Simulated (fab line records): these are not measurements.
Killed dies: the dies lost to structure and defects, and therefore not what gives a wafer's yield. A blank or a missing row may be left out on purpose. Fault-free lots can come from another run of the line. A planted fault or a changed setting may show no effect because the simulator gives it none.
The tool behind it: which one? -- flow n5-finfet -- route of 1938 steps, sampled at 1 step: 10 lots, 26 wafers

== WHAT THE GAUGES SHOWED, per wafer ==
N5_BEOL_M4_RC_MEAS_101.
lot,measured,on,DIBL_N (mV/V),DIBL_P (mV/V),IOFF_N (nA/um),IOFF_P (nA/um),ION_N (uA/um),ION_P (uA/um),SS_N (mV/dec),SS_P (mV/dec),VT_N (mV),VT_P (mV)
L930,day 10 10:26,prober-02,38.8 35.0 36.4,38.2 33.1 35.1,0.18 0.12 0.15,0.23 0.16 0.20,684 666 686,466 455 464,71.7 70.6 71.9,73.9 73.1 73.5,252 256 251,-247 -255 -251
L928,day 10 11:23,prober-01,33.7 33.8 35.0,33.5 33.5 35.4,0.13 0.12 0.15,0.19 0.19 0.22,671 659 664,471 464 463,71.2 71.0 71.5,72.6 73.0 72.8,252 254 250,-249 -249 -251
L933,day 10 15:55,prober-01,35.5 35.7 34.7,36.4 36.0 34.5,0.16 0.15 0.13,0.22 0.21 0.18,679 668 663,465 457 451,71.4 71.8 71.7,73.5 72.9 73.5,248 251 253,-251 -248 -250
L935,day 11 14:42,prober-01,38.7 38.2 37.8,39.0 39.1 37.9,0.20 0.18 0.18,0.32 0.32 0.31,664 683 686,472 477 484,73.3 71.7 72.3,73.9 73.5 73.8,248 249 247,-242 -244 -240
L936,day 11 17:00,prober-02,35.4 37.9 36.7,35.7 38.7 37.3,0.15 0.21 0.18,0.18 0.23 0.20,665 697 674,457 468 454,71.2 71.7 71.2,72.8 74.1 73.0,251 246 249,-254 -250 -251
L937,day 12 20:27,prober-01,37.5 38.0,36.6 38.8,0.17 0.20,0.23 0.28,674 689,463 475,71.9 71.8,73.4 73.5,247 246,-249 -247
L943,day 13 22:06,prober-02,34.7 35.0,33.9 33.9,0.13 0.14,0.19 0.20,669 676,460 463,70.9 71.5,72.7 72.5,251 251,-249 -248
L946,day 14 05:40,prober-02,34.8 33.7,33.8 31.3,0.12 0.09,0.14 0.12,676 651,460 442,71.0 70.2,73.8 71.9,253 258,-256 -259
L947,day 14 09:46,prober-01,34.4 35.5 38.4,34.3 36.6 40.4,0.15 0.17 0.24,0.21 0.25 0.32,678 699 690,465 479 468,71.0 72.3 72.9,72.0 73.0 74.0,246 247 243,-247 -246 -243
L945,day 14 12:06,prober-02,35.3 37.3,35.1 37.6,0.13 0.18,0.19 0.23,668 685,464 467,71.1 71.3,73.3 73.4,255 244,-249 -249

== WHAT TOOL EACH LOT RAN ON (gives the tool, then ch and the chambers of the sampled wafers, and finally the start) ==
The record shows no process step preceding these readings.

== WHAT THE TOOLS THEMSELVES READ (means of the sampled wafers that have a number; where no wafer has one, the mark that the record gives instead) ==
The record holds no such reading with a usual standard deviation.

== THE ANSWER, worked out from the rows above alone ==
Rule: usual is defined by the lots themselves. The widest of any qualifying gaps counts: lots, ordered by their means at a reading, are off when they make up no more than a third of the lots, leave a main group of 4 or more, and stand apart from it by 3 or more times the standard deviation of that group's means. A main group is skipped when, at the precision printed for the reading in the tables above, its means are all equal. Also off: a lot with no number at a reading for which 4 or more lots have one. Any other lot the step has rows for is counted as sound. After the gauges, taken in route order, come the tools' own readings; for these a lot's mean is taken, as printed above. At the first step where some lot is off, the reading lying furthest off is the one used; lots without a number count as furthest.
Across all readings shown, no lot is off: no conclusion can be drawn from this.

== WHAT THE SIMULATOR HAD PUT IN ==
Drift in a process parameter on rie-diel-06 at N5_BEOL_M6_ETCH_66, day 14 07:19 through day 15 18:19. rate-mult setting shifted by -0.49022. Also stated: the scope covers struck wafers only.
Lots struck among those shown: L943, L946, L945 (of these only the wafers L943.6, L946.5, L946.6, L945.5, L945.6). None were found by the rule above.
